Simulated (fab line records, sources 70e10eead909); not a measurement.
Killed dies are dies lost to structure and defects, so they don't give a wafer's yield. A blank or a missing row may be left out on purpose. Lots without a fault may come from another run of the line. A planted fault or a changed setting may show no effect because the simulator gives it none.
Chamber matching | flow nand_harc | NHARC_P_M0_PRE_CLEAN_31 on pecvd-04: 3 sister chambers
The step time 12 s. 6 wafers are shown with their chamber, then 8 later ones without.

WAFERS WITH THEIR CHAMBER
wafer  | chamber | heater_power_w (W)
L080.3 | 2       | 598
L082.4 | 2       | 587
L083.2 | 0       | 519
L083.3 | 1       | 702
L083.6 | 1       | 724
L085.3 | 0       | 565

WAFERS WITHOUT THEIR CHAMBER
wafer  | heater_power_w (W)
L085.4 | 654
L085.5 | 560
L094.1 | 601
L094.2 | 489
L094.5 | 606
L096.2 | 610
L096.3 | 585
L096.4 | 634

WHICH CHAMBER EACH WENT THROUGH
wafer  | from the rows above     | in truth
L085.4 | can't be placed: 1 or 2 | 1
L085.5 | can't be placed: 0 or 2 | 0
L094.1 | 2                       | 2
L094.2 | 0                       | 0
L094.5 | 2                       | 2
L096.2 | 2                       | 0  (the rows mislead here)
L096.3 | can't be placed: 2 or 0 | 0
L096.4 | can't be placed: 2 or 1 | 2
Placed correctly: 3 of 8. Can't be placed from these rows: 4 (the true chamber is among the candidates in 4). Placed wrongly: 1.
How it was worked out, from the rows above alone: a wafer's distance from a chamber is the root of the sum, over the readings, of the square of ((its reading less the chamber's mean) divided by the reading's scatter). The wafer belongs to the nearest chamber; if the next one is less than 2 further off, it can't be placed. A chamber's mean is the mean of its shown wafers. The scatter: the root of (the sum of the squares of (reading less its chamber's mean) over the shown wafers, divided by (wafers less chambers)).
